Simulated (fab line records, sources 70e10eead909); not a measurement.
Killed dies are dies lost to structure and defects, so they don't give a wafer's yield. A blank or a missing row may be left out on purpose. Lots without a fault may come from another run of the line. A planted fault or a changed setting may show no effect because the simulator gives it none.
One fault seen from 2 desks | flow nand_harc | each desk has only its own numbers; what lay behind them comes last

THE TOOL OWNER'S DESK: pvd_sputter-03
The tool's own readings at NHARC_P_BONDPAD_PVD_17 (deposits TaN, target thk 5 nm, time 8.06 s): means of the sampled wafers that have a number, for each lot that ran on this tool. A lot is out of limits, marked OUT, if its mean lies more than 4 standard deviations from the usual mean; the brackets give that distance.
Columns: A = bias_v at NHARC_P_BONDPAD_PVD_17, usual 168.6 V; B = chamber_pressure_pa at NHARC_P_BONDPAD_PVD_17, usual 0.12004 Pa; C = throttle_valve_pct at NHARC_P_BONDPAD_PVD_17, usual 30.3 %
lot  | first seen here | A     | B       | C
L340 | day 7 09:06     | 169.5 | 0.12017 | 30.1
L344 | day 7 18:01     | 168.3 | 0.12009 | 30.0
L349 | day 9 00:23     | 169.1 | 0.12002 | 29.9
This desk's finding: nothing out of limits on any of the 3 lots.

THE METROLOGY DESK
What the gauges read, lot by lot, whatever tool the lot ran on: means of the sampled wafers that have a number. A lot is out of limits, marked OUT, if its mean lies more than 4 standard deviations from the usual mean; the brackets give that distance.
Columns: A = cd_nm at NHARC_P_BONDPAD_CD_MEAS_09, usual 499.6 nm; B = overlay_x_nm at NHARC_P_BONDPAD_OVL_MEAS_38, usual 1 nm; C = overlay_y_nm at NHARC_P_BONDPAD_OVL_MEAS_38, usual -1 nm; D = cd_nm at NHARC_P_BONDPAD_CD_MEAS_13, usual 499.2 nm
lot  | first seen here | A     | B  | C  | D
L340 | day 7 06:51     | 499.9 | 8  | 9  | 499.4
L344 | day 7 16:45     | 498.5 | 13 | 3  | 497.8
L349 | day 8 23:08     | 500.1 | -4 | 2  | 499.1
L355 | day 10 11:25    | 499.0 | -2 | -2 | 498.2
L356 | day 10 21:49    | 498.7 | 2  | 8  | 498.5
This desk's finding: nothing out of limits on any of the 5 lots.

PUT TOGETHER
The tool owner's desk saw nothing out of limits.
The metrology desk saw nothing out of limits.

WHAT THE SIMULATOR HAD PUT IN
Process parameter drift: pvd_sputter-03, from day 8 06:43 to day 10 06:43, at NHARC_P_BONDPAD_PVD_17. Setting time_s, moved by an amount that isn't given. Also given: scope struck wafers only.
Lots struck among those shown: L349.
